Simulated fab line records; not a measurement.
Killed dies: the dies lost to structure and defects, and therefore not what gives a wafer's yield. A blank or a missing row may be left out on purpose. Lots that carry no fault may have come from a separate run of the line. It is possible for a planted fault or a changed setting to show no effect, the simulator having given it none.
Matching of chambers    flow n5-finfet    uv-cure-02 running N5_BEOL_M11_CURE_72: 3 sister chambers
The step cures SiCOH lowk, time 120 s. 22 wafers are shown with their chamber, then 11 later ones without.

== WAFERS PAIRED WITH THEIR CHAMBERS ==
wafer   chamber  wafer_temp_C_max  lamp-power-pct (%)
L074.1  1        371.5             52.29
L074.2  1        371.6             52.27
L074.3  1        370.9             52.26
L079.3  0        372.2             52.27
L079.4  0        372.1             52.31
L079.5  0        372.5             52.29
L080.2  1        370.8             52.33
L080.3  1        371.0             52.34
L080.4  1        371.2             52.22
L088.3  1        371.1             52.36
L088.5  1        370.9             52.22
L088.6  1        371.3             52.36
L089.3  2        371.9             52.38
L089.5  2        371.9             52.26
L089.6  2        371.7             52.34
L090.1  2        371.3             52.20
L090.2  2        371.6             52.33
L090.3  2        372.1             52.33
L090.4  2        372.1             52.33
L090.5  2        371.5             52.36
L090.6  2        371.6             52.34
L093.2  1        371.4             52.28

SIGNATURES (averages over the wafers above)
reading           chamber 0  chamber 1  chamber 2  scatter within a chamber
wafer_temp_C_max  372.267    371.170    371.744    0.269
lamp-power-pct    52.2900    52.2930    52.3189    0.0513
Rule: a wafer's distance from a chamber is the root of the sum, over the readings, of the square of ((its reading less the chamber's mean) divided by the reading's scatter). The wafer belongs to the nearest chamber; if the next one is less than 2 further off, it can't be placed. The scatter is the square root of a quotient: the sum, over the shown wafers, of each reading's squared deviation from its chamber's mean, divided by wafers minus chambers.

== WAFERS WITHOUT THEIR CHAMBER ==
wafer   wafer_temp_C_max  lamp-power-pct (%)
L093.3  371.1             52.31
L093.4  371.2             52.30
L095.2  370.9             52.25
L095.5  371.8             52.35
L095.6  370.7             52.31
L096.2  371.8             52.32
L096.3  372.0             52.32
L096.5  371.4             52.28
L097.2  372.0             52.32
L097.3  371.9             52.37
L097.5  371.3             52.27

== THE CHAMBER EACH PASSED THROUGH ==
wafer   from the rows above           in truth
L093.3  can't be placed: 1 or 2       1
L093.4  can't be placed: 1 or 2       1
L095.2  1                             1
L095.5  can't be placed: 2 or 0 or 1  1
L095.6  1                             1
L096.2  can't be placed: 2 or 0       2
L096.3  can't be placed: 2 or 0       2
L096.5  can't be placed: 1 or 2       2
L097.2  can't be placed: 2 or 0       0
L097.3  can't be placed: 2 or 0 or 1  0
L097.5  can't be placed: 1 or 2       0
Correctly placed: 2 of 11. Can't be placed from these rows: 9 (the true chamber is among the candidates in 8). 0 placed wrongly.
